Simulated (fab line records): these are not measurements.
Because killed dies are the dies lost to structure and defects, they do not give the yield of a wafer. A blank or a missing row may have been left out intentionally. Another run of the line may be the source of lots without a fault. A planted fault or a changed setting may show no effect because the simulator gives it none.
fab line records	flow n5-finfet
record lots=10	wafers=30	last-day=22
route steps=1938 shown BEOL_M0@722 TV_OPEN@1887 PASSIVATION@1936
lots with no fault: from the same line, run without faults
start-h: hours from the record's first day to the start of the lot's first wafer shown	wait-h: hours since the lot's step before	" identical to the entry in the row above	L1.1+2: a row that stands for several wafers	- value missing, or start not given	* or withheld: withheld	< > ~ a bound
route shown NAME@n: a module of which the file shows steps, and the number in the route of the first	usual: average and standard deviation across the fault-free wafers	same: alike in all rows	chamber/n: place in a boat	sites: per-site readings	_std_site: their standard deviation	_edge_site: mean of outer sites minus mean of inner sites	radius-mm: for every site, how far away it sits from the centre of the wafer	mask NAME#n: copy n	behind: the most recent tool/chamber to have shaped the wafer	hold: reason for holding the lot/hours on hold/outcome of the hold	device: transistor that didn't switch, given as n, p or np	end of line: tests run on the same wafers once the route is complete	a step given without rows: its recipe and nothing more	killed: at the first sort, the dies lost to defects and structure; wafer yield is something else	map: the dies of a wafer, with x for killed, . for not killed, _ for no die there
set.NAME: the setting the step ran with; set.NAME@STEP: the setting that earlier step ran with	model.NAME: the simulator's own value behind a step, which no gauge read
one table for each step of the route and one row for each wafer, over a sample of lots
services: when a tool's chamber went out of use (start-h, in hours from the record's first day, below 0 if earlier), for how many hours, and the reason
## steps
# step N5_BEOL_M0_STRIP_142
# recipe chemistry=N2/H2	time-s=10	power-w=450	temp-c=40	pressure-mtorr=20	rf-frequency-hz=6e+07	bias-power-w=7	n2-flow-sccm=200	h2-flow-sccm=200
# usual bias-power-w=7.000/0.021	drypump-motor-current-A=5.7/0.4	oes-product-au=0.79/0.095	rf-vpp-V=59.3/0.8	showerhead-plenum-p-Torr=2.58/0.098	throttle-valve-pct=23.74/0.16
lot.wafer	tool	chamber	start-h	wait-h	bias-power-w	drypump-motor-current-A	oes-product-au	rf-hours-counter-h	rf-vpp-V	showerhead-plenum-p-Torr	throttle-valve-pct
L343.2	rie-diel-05	2	127.44	0.0	7.002	5.8	0.71	205	59.4	2.62	23.83
L343.4	"	3	"	"	6.999	6.6	0.72	-	60.9	2.63	23.63
L343.5	"	3	"	"	6.958	6.6	0.72	-	59.1	2.63	23.64
L345.1	rie-diel-02	0	131.73	0.0	7.023	5.6	0.72	178	58.6	2.43	23.46
L345.4	"	2	"	"	7.016	5.7	0.82	79	59.1	2.68	23.95
L345.6	"	1	"	"	6.987	5.8	0.75	-	60.3	2.65	23.57
L344.4	rie-diel-02	2	131.85	0.0	6.981	5.7	0.82	79	59.7	2.68	23.95
L344.5	"	1	"	"	7.000	5.8	0.75	-	59.2	2.65	23.56
L344.6	"	2	"	"	7.008	5.7	0.83	-	58.4	2.68	23.93
L346.4	rie-diel-02	1	139.02	0.0	6.986	5.7	0.75	152	58.5	2.64	23.57
L346.5	"	1	"	"	6.984	5.7	0.75	-	59.7	2.64	23.58
L346.6	"	2	"	"	6.996	5.7	0.82	-	59.1	2.68	23.95
L347.1	rie-diel-04	3	147.76	0.0	7.000	5.1	0.71	222	58.9	2.61	24.03
L347.3	"	1	"	"	6.988	5.6	0.92	29	59.8	2.48	23.82
L347.4	"	0	"	"	6.992	6.1	0.68	248	59.5	2.40	23.82
L348.3	rie-diel-02	3	151.23	0.0	6.997	5.6	0.78	136	58.4	2.44	23.81
L348.4	"	2	"	"	7.004	5.7	0.81	-	60.4	2.68	23.95
L348.5	"	3	"	"	7.012	5.6	0.79	-	57.5	2.44	23.81
L353.1	rie-diel-02	3	183.79	0.0	7.027	5.6	0.77	147	59.4	2.43	23.82
L353.2	"	0	"	"	6.989	5.6	0.70	194	58.2	2.42	23.49
L353.6	"	2	"	"	6.976	5.7	0.80	-	60.7	2.67	23.97
L356.2	rie-diel-02	3	199.04	0.0	6.998	5.6	0.77	152	58.4	2.43	23.84
L356.5	"	3	"	"	7.021	5.6	0.76	-	58.1	2.43	23.85
L356.6	"	2	"	"	6.999	5.7	0.79	-	60.6	2.67	23.96
L358.3	rie-diel-05	2	210.97	0.0	6.965	5.8	0.69	234	59.4	2.61	23.88
L358.5	"	0	"	"	6.979	6.3	0.89	-	58.3	2.60	23.87
L358.6	"	1	"	"	7.025	5.4	0.93	-	59.5	2.72	23.72
L361.1	rie-diel-04	3	233.70	0.0	7.019	5.1	1.00	3	60.5	2.60	23.75
L361.4	"	2	"	"	6.966	5.1	0.68	233	60.6	2.49	23.54
L361.5	"	2	"	"	6.935	5.1	0.68	-	59.1	2.49	23.54
# step N5_PASSIVATION_PASS_ETCH_74
# recipe chemistry=CF4/O2	target=SiNx	target-depth-a=2200	time-s=110	ion-energy-ev=100	pressure-mtorr=40	source-w=535	bias-w=49	Ar_flow_sccm=100	cf4-flow-sccm=100	O2_flow_sccm=10
# usual cf4-flow-sccm=100.0/0.31	drypump-motor-current-A=5.8/0.36	oes-product-au=0.80/0.067	rf-vpp-V=239.6/2.9	showerhead-plenum-p-Torr=2.21/0.07	throttle-valve-pct=15.96/0.21
lot.wafer	tool	chamber	start-h	wait-h	cf4-flow-sccm	drypump-motor-current-A	oes-product-au	rf-hours-counter-h	rf-vpp-V	showerhead-plenum-p-Torr	throttle-valve-pct
L343.2	rie-diel-01	3	306.97	0.0	99.6	6.1	0.86	65	235.1	2.23	15.86
L343.4	"	1	"	"	100.0	5.6	0.93	14	241.0	2.34	15.85
L343.5	"	2	"	"	99.7	5.7	0.78	-	243.4	2.22	16.23
L345.1	rie-diel-03	0	322.70	0.0	99.6	6.0	0.82	82	242.7	2.15	16.13
L345.4	"	3	"	"	99.4	6.2	0.76	138	237.1	2.12	15.89
L345.6	"	0	"	"	100.2	6.0	0.80	-	242.9	2.15	16.12
L346.4	rie-diel-01	0	330.76	0.0	99.6	5.4	0.86	51	237.4	2.16	15.98
L346.5	"	0	"	"	99.9	5.4	0.87	-	237.7	2.16	15.99
L346.6	"	1	"	"	100.1	5.7	0.92	-	241.7	2.34	15.88
L344.4	rie-diel-06	3	331.08	0.0	100.1	5.8	0.96	4	240.3	2.34	15.45
L344.5	"	3	"	"	99.5	5.8	0.95	-	240.8	2.34	15.46
L344.6	"	0	"	"	100.4	6.5	0.73	-	241.7	2.28	16.03
L347.1	rie-diel-01	1	342.38	0.0	100.3	5.6	0.91	21	240.8	2.34	15.86
L347.3	"	3	"	"	99.8	6.0	0.85	72	236.4	2.23	15.86
L347.4	"	2	"	"	99.7	5.7	0.77	111	242.4	2.22	16.24
L348.3	rie-diel-06	0	350.19	0.0	100.2	6.5	0.73	188	243.0	2.28	16.03
L348.4	"	2	"	"	99.7	5.5	0.76	150	240.0	2.21	15.97
L348.5	"	2	"	"	100.2	5.5	0.76	-	239.5	2.21	15.97
L353.1	rie-diel-03	2	427.99	0.0	99.8	5.9	0.77	118	236.3	2.22	16.04
L353.2	"	3	"	"	99.5	6.1	0.74	164	236.9	2.11	15.93
L353.6	"	2	"	"	99.4	5.9	0.77	-	237.9	2.22	16.04
L358.3	rie-diel-03	0	445.26	0.0	99.9	6.0	0.79	113	244.1	2.14	16.18
L358.5	"	2	"	"	100.2	5.9	0.78	-	238.1	2.22	16.05
L358.6	"	1	"	"	99.4	5.2	0.90	-	244.9	2.25	15.53
L356.2	rie-diel-03	2	461.59	0.0	99.6	5.9	0.76	126	236.9	2.22	16.05
L356.5	"	0	"	"	100.4	6.0	0.78	-	243.3	2.13	16.18
L356.6	"	3	"	"	100.2	6.1	0.74	-	238.4	2.11	15.93
L361.1	rie-diel-01	2	515.60	0.0	99.9	5.7	0.72	163	245.2	2.20	16.34
L361.4	"	1	"	"	100.3	5.6	0.83	-	240.5	2.32	15.95
L361.5	"	2	"	"	100.4	5.7	0.72	-	243.4	2.20	16.34
# step N5_PASSIVATION_VIA_ETCH_13
# recipe chemistry=CHF3/O2	target=SiO2	target-depth-a=6600	CHF3_flow_sccm=50	O2_flow_sccm=5	Ar_flow_sccm=200	time-s=330	mask-material=PR	pressure-mtorr=30	source-w=650	bias-w=170	ion-energy-ev=200	ends=cleared
# usual drypump-motor-current-A=5.8/0.36	etch-rf-on-time-s=236/3.9	oes-product-au=0.73/0.06	rf-vpp-V=521/6	showerhead-plenum-p-Torr=2.42/0.079	throttle-valve-pct=18.86/0.21
lot.wafer	tool	chamber	start-h	wait-h	drypump-motor-current-A	etch-rf-on-time-s	oes-product-au	rf-hours-counter-h	rf-vpp-V	showerhead-plenum-p-Torr	throttle-valve-pct
L343.2	rie-diel-01	3	307.06	0.0	6.1	228	0.77	65	514	2.44	18.75
L343.4	"	1	"	"	5.6	231	0.84	14	527	2.56	18.80
L343.5	"	2	"	"	5.7	237	0.70	-	529	2.42	19.12
L345.1	rie-diel-03	0	322.80	0.0	6.0	236	0.73	82	528	2.35	19.05
L345.4	"	3	"	"	6.2	241	0.69	138	516	2.32	18.75
L345.6	"	0	"	"	6.0	240	0.73	-	527	2.35	19.05
L346.4	rie-diel-01	0	330.85	0.0	5.4	234	0.77	51	518	2.36	18.89
L346.5	"	0	"	"	5.4	238	0.77	-	519	2.36	18.89
L346.6	"	1	"	"	5.6	242	0.82	-	526	2.56	18.80
L344.4	rie-diel-06	3	331.17	0.0	5.8	229	0.87	4	525	2.57	18.39
L344.5	"	3	"	"	5.8	235	0.87	-	525	2.57	18.39
L344.6	"	0	"	"	6.5	240	0.66	-	527	2.49	18.91
L347.1	rie-diel-01	1	342.48	0.0	5.6	233	0.82	21	527	2.56	18.81
L347.3	"	3	"	"	6.1	230	0.76	72	514	2.43	18.74
L347.4	"	2	"	"	5.7	239	0.70	111	528	2.42	19.12
L348.3	rie-diel-06	0	350.28	0.0	6.5	237	0.66	188	526	2.49	18.92
L348.4	"	2	"	"	5.5	234	0.69	150	522	2.42	18.87
L348.5	"	2	"	"	5.5	235	0.69	-	521	2.42	18.87
L353.1	rie-diel-03	2	428.08	0.0	5.9	234	0.69	118	517	2.43	18.96
L353.2	"	3	"	"	6.2	239	0.67	164	517	2.31	18.78
L353.6	"	2	"	"	5.9	234	0.69	-	515	2.43	18.95
L358.3	rie-diel-03	0	445.35	0.0	6.0	237	0.71	113	528	2.33	19.09
L358.5	"	2	"	"	5.9	244	0.69	-	517	2.42	18.95
L358.6	"	1	"	"	5.2	244	0.81	-	531	2.45	18.41
L356.2	rie-diel-03	2	461.68	0.0	5.9	233	0.68	126	515	2.42	18.95
L356.5	"	0	"	"	6.0	237	0.72	-	527	2.33	19.11
L356.6	"	3	"	"	6.1	240	0.66	-	516	2.30	18.79
L361.1	rie-diel-01	2	515.70	0.0	5.7	233	0.67	163	526	2.40	19.19
L361.4	"	1	"	"	5.6	236	0.75	-	527	2.54	18.88
L361.5	"	2	"	"	5.7	236	0.67	-	529	2.40	19.23
# step N5_PASSIVATION_PROBE_49
# usual defect-limited-yield=91.4/1.2	killed_at_M0_to_M3=34/10	killed_at_M4_up=14/5.1	killed-at-contacts=12/6.4	killed-at-front-end=38/9.3	killed-at-other=4/3	killed-dies=102/15	killed-on-rim=13/3.6	killed-open=67/12	killed-short=33/6.9	sort_bin_5_function=5.0/0.86	sort_bin_6_memory=3.2/0.58	sort-n-pass=1078/15	sort-yield-pct=91.4/1.2
# same gross-dies=1180	killed-at-back-side=0	sort_bin_4_leakage[%]=0	sort_bin_8_speed[%]=0
lot.wafer	tool	chamber	start-h	wait-h	defect-limited-yield[%]	killed_at_M0_to_M3	killed_at_M4_up	killed-at-contacts	killed-at-front-end	killed-at-other	killed-dies	killed-on-rim	killed-open	killed-short	sort_bin_5_function[%]	sort_bin_6_memory[%]	sort-n-pass	sort-yield-pct[%]
L343.2	prober-02	-	313.71	0.1	91.9	17	16	17	41	5	96	13	67	23	4.1	4.0	1084	91.9
L343.4	prober-02	-	313.81	0.2	91.5	29	10	11	41	9	100	9	58	42	4.6	3.3	1080	91.5
L343.5	prober-02	-	313.86	0.2	91.4	32	4	13	47	5	101	11	64	36	5.2	3.1	1079	91.4
L346.4	prober-02	-	337.33	0.2	92.5	30	10	15	31	2	88	8	53	31	4.2	2.9	1092	92.5
L346.5	prober-02	-	337.38	0.2	90.9	37	15	21	31	3	107	15	81	25	5.3	3.6	1073	90.9
L346.6	prober-02	-	337.43	0.3	91.3	25	17	19	38	4	103	9	69	29	5.8	2.8	1077	91.3
L348.3	prober-01	-	358.41	0.1	90.0	40	17	13	43	5	118	20	69	49	5.3	4.3	1062	90.0
L348.4	prober-01	-	358.46	0.2	93.6	32	10	6	25	3	76	12	43	32	3.5	2.5	1104	93.6
L348.5	prober-01	-	358.51	0.2	91.0	48	13	19	26	0	106	17	65	39	5.8	3.1	1074	91.0
L353.1	prober-01	-	435.03	0.0	85.8	109	18	17	22	2	168	35	65	33	9.6	3.3	1012	85.8
L353.2	prober-01	-	435.08	0.1	83.9	135	10	16	26	3	190	25	63	23	10.1	4.1	990	83.9
L353.6	prober-01	-	435.28	0.3	82.9	128	18	9	43	4	202	29	65	39	10.8	4.1	978	82.9
L358.3	prober-02	-	451.93	0.1	89.9	32	20	11	51	5	119	20	81	36	6.3	3.5	1061	89.9
L358.5	prober-02	-	452.03	0.2	93.6	20	9	8	31	7	75	6	51	23	3.3	2.6	1105	93.6
L358.6	prober-02	-	452.08	0.3	90.3	42	10	5	49	8	114	11	65	47	4.9	4.2	1066	90.3
L356.2	prober-02	-	468.68	0.3	86.7	81	7	17	46	6	157	26	61	35	7.5	3.9	1023	86.7
L356.5	prober-02	-	468.83	0.4	86.7	100	9	18	30	0	157	25	60	26	7.4	4.2	1023	86.7
L356.6	prober-02	-	468.88	0.5	83.4	125	10	10	50	1	196	25	58	45	10.1	3.8	984	83.4
# killed by level:class
L343.2 BEOL_M4:geometric-particle:open=11 STI_FIN_REVEAL:geometric-particle:open=10 MOL_CONTACT_COAG:geometric-particle:open=10 FIN_SAQP:geometric-particle:open=9 MOL_CONTACT_COAG:geometric-particle:short=5 BEOL_M3:geometric-particle:open=5 FIN_SAQP:geometric-particle:short=4 STI_FIN_REVEAL:geometric-particle:short=4
L343.4 STI_FIN_REVEAL:geometric-particle:open=11 BEOL_M0_SAQP:geometric-particle:short=10 FIN_SAQP:geometric-particle:short=9 MOL_CONTACT_COAG:geometric-particle:open=9 BEOL_M0_SAQP:geometric-particle:open=7 BEOL_M3:geometric-particle:open=6 FIN_SAQP:geometric-particle:open=5 BEOL_M8:geometric-particle:open=4
L343.5 STI_FIN_REVEAL:geometric-particle:open=19 MOL_CONTACT_COAG:geometric-particle:open=10 BEOL_M0_SAQP:geometric-particle:open=10 BEOL_M0_SAQP:geometric-particle:short=9 FIN_SAQP:geometric-particle:short=6 GATE_CUT:geometric-particle:short=5 BEOL_M2:geometric-particle:open=5 DUMMY_GATE:geometric-particle:short=4
L346.4 MOL_CONTACT_COAG:geometric-particle:open=8 BEOL_M0_SAQP:geometric-particle:short=8 GATE_CUT:geometric-particle:short=7 BEOL_M2:geometric-particle:open=6 FIN_SAQP:geometric-particle:open=5 GATE_CUT:geometric-particle:open=5 MOL_CONTACT_COAG:geometric-particle:short=5 BEOL_M3:geometric-particle:open=5
L346.5 MOL_CONTACT_COAG:geometric-particle:open=16 BEOL_M3:geometric-particle:open=9 BEOL_M1:geometric-particle:open=8 GATE_CUT:geometric-particle:short=7 BEOL_M0_SAQP:geometric-particle:open=7 BEOL_M2:geometric-particle:open=6 FIN_SAQP:geometric-particle:open=5 STI_FIN_REVEAL:geometric-particle:open=5
L346.6 STI_FIN_REVEAL:geometric-particle:open=15 MOL_CONTACT_COAG:geometric-particle:open=11 FIN_SAQP:geometric-particle:open=9 MOL_CONTACT_COAG:geometric-particle:short=7 BEOL_M3:geometric-particle:open=6 BEOL_M0_SAQP:geometric-particle:open=5 FIN_SAQP:geometric-particle:short=4 BEOL_M2:geometric-particle:open=4
L348.3 BEOL_M0_SAQP:geometric-particle:short=10 STI_FIN_REVEAL:geometric-particle:open=10 MOL_CONTACT_COAG:geometric-particle:open=8 ILD0:geometric-particle:short=7 DUMMY_GATE:geometric-particle:open=6 BEOL_M2:geometric-particle:open=6 FIN_SAQP:geometric-particle:short=5 FIN_SAQP:geometric-particle:open=5
L348.4 BEOL_M0_SAQP:geometric-particle:short=8 BEOL_M0_SAQP:geometric-particle:open=8 MOL_CONTACT_COAG:geometric-particle:open=6 FIN_SAQP:geometric-particle:open=5 BEOL_M3:geometric-particle:short=5 BEOL_M3:geometric-particle:open=5 BEOL_M4:geometric-particle:open=4 FIN_SAQP:geometric-particle:short=3
L348.5 MOL_CONTACT_COAG:geometric-particle:open=16 BEOL_M0_SAQP:geometric-particle:short=16 BEOL_M0_SAQP:geometric-particle:open=15 BEOL_M4:geometric-particle:open=7 FIN_SAQP:geometric-particle:short=6 FIN_SAQP:geometric-particle:open=4 BEOL_M2:geometric-particle:open=4 BEOL_M3:geometric-particle:open=4
L353.1 BEOL_M0:unspecified=68 MOL_CONTACT_COAG:geometric-particle:open=15 BEOL_M0_SAQP:geometric-particle:short=14 BEOL_M0_SAQP:geometric-particle:open=12 BEOL_M4:geometric-particle:open=8 BEOL_M1:geometric-particle:open=7 BEOL_M3:geometric-particle:open=6 FIN_SAQP:geometric-particle:open=4
L353.2 BEOL_M0:unspecified=104 MOL_CONTACT_COAG:geometric-particle:open=12 BEOL_M2:geometric-particle:open=9 BEOL_M0_SAQP:geometric-particle:open=7 BEOL_M3:geometric-particle:open=7 BEOL_M1:geometric-particle:open=6 STI_FIN_REVEAL:geometric-particle:open=5 FIN_SAQP:geometric-particle:open=4
L353.6 BEOL_M0:unspecified=96 FIN_SAQP:geometric-particle:short=12 BEOL_M4:geometric-particle:open=11 FIN_SAQP:geometric-particle:open=8 BEOL_M0_SAQP:geometric-particle:open=8 MOL_CONTACT_COAG:geometric-particle:open=8 BEOL_M0_SAQP:geometric-particle:short=6 BEOL_M1:geometric-particle:open=6
L358.3 STI_FIN_REVEAL:geometric-particle:open=13 BEOL_M4:geometric-particle:open=9 BEOL_M3:geometric-particle:open=9 DUMMY_GATE:geometric-particle:open=8 MOL_CONTACT_COAG:geometric-particle:open=8 FIN_SAQP:geometric-particle:open=7 BEOL_M0_SAQP:geometric-particle:short=6 STARTING-WAFER:geometric-particle:short=5
L358.5 STI_FIN_REVEAL:geometric-particle:open=9 BEOL_M0_SAQP:geometric-particle:open=6 FIN_SAQP:geometric-particle:short=5 BEOL_M1:geometric-particle:open=5 BEOL_M4:geometric-particle:open=5 MOL_CONTACT_COAG:geometric-particle:short=4 MOL_CONTACT_COAG:geometric-particle:open=4 STI_FIN_REVEAL:geometric-particle:short=3
L358.6 STI_FIN_REVEAL:geometric-particle:open=16 BEOL_M0_SAQP:geometric-particle:short=15 BEOL_M0_SAQP:geometric-particle:open=9 FIN_SAQP:geometric-particle:short=7 BEOL_M1:geometric-particle:open=7 FIN_SAQP:geometric-particle:open=5 MOL_CONTACT_COAG:geometric-particle:open=5 BEOL_M2:geometric-particle:open=5
L356.2 BEOL_M0:unspecified=59 MOL_CONTACT_COAG:geometric-particle:open=11 STI_FIN_REVEAL:geometric-particle:open=10 FIN_SAQP:geometric-particle:open=9 GATE_CUT:geometric-particle:short=7 MOL_CONTACT_COAG:geometric-particle:short=6 DUMMY_GATE:geometric-particle:open=5 BEOL_M1:geometric-particle:open=4
L356.5 BEOL_M0:unspecified=71 MOL_CONTACT_COAG:geometric-particle:open=14 BEOL_M2:geometric-particle:open=9 FIN_SAQP:geometric-particle:short=7 BEOL_M0_SAQP:geometric-particle:short=7 BEOL_M4:geometric-particle:open=6 STARTING-WAFER:geometric-particle:open=5 FIN_SAQP:geometric-particle:open=4
L356.6 BEOL_M0:unspecified=93 GATE_CUT:geometric-particle:short=10 FIN_SAQP:geometric-particle:short=8 BEOL_M2:geometric-particle:open=8 MOL_CONTACT_COAG:geometric-particle:open=7 BEOL_M0_SAQP:geometric-particle:short=7 BEOL_M0_SAQP:geometric-particle:open=6 STARTING-WAFER:geometric-particle:short=6
## services
tool	chamber	start-h	hours	kind
rie-diel-03	3	106.94	1.8	repair
rie-diel-03	0	125.34	6.0	repair
rie-diel-05	1	126.71	2.8	repair
rie-diel-05	2	144.20	3.8	repair
rie-diel-01	2	154.65	6.9	repair
rie-diel-05	-	172.97	2.8	pm
rie-diel-01	0	189.86	5.1	repair
rie-diel-01	2	208.89	1.8	repair
rie-diel-01	-	225.35	2.8	pm
rie-diel-02	-	238.40	0.2	repair
rie-diel-02	0	251.28	2.0	repair
rie-diel-01	2	254.21	11.8	repair
rie-diel-06	3	270.58	2.7	repair
rie-diel-01	0	323.77	1.3	repair
rie-diel-05	1	333.99	5.9	repair
rie-diel-02	3	335.79	4.6	repair
rie-diel-04	3	382.33	7.4	repair
rie-diel-04	0	393.93	4.7	repair
rie-diel-04	0	401.55	15.5	repair
rie-diel-02	0	421.32	2.2	repair
rie-diel-01	-	424.75	0.6	repair
rie-diel-02	0	466.35	8.4	repair
rie-diel-05	3	471.18	44.2	repair
rie-diel-01	1	505.72	8.0	repair
## key
first-sign step=N5_PASSIVATION_PROBE_49	reading=killed_at_M0_to_M3	direction=up	sigmas=7.5	usual=34	struck=113
effect step=N5_PASSIVATION_PROBE_49	reading=killed-dies	direction=up	sigmas=5.2	usual=102	struck=178
more-kills-born-at N5_BEOL_M0_STRIP_142@rie-diel-02=491
met-at N5_BEOL_M0_STRIP_142
struck-lots L353,L356
not-acting-at N5_PASSIVATION_PASS_ETCH_74,N5_PASSIVATION_VIA_ETCH_13
onset-between 151.23 183.79
fault kind=chamber-particle-source	tool=rie-diel-02	chamber=-	onset-h=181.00	steps=N5_BEOL_M0_STRIP_142	rate-per-visit-cm2=0.82253	end-h=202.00
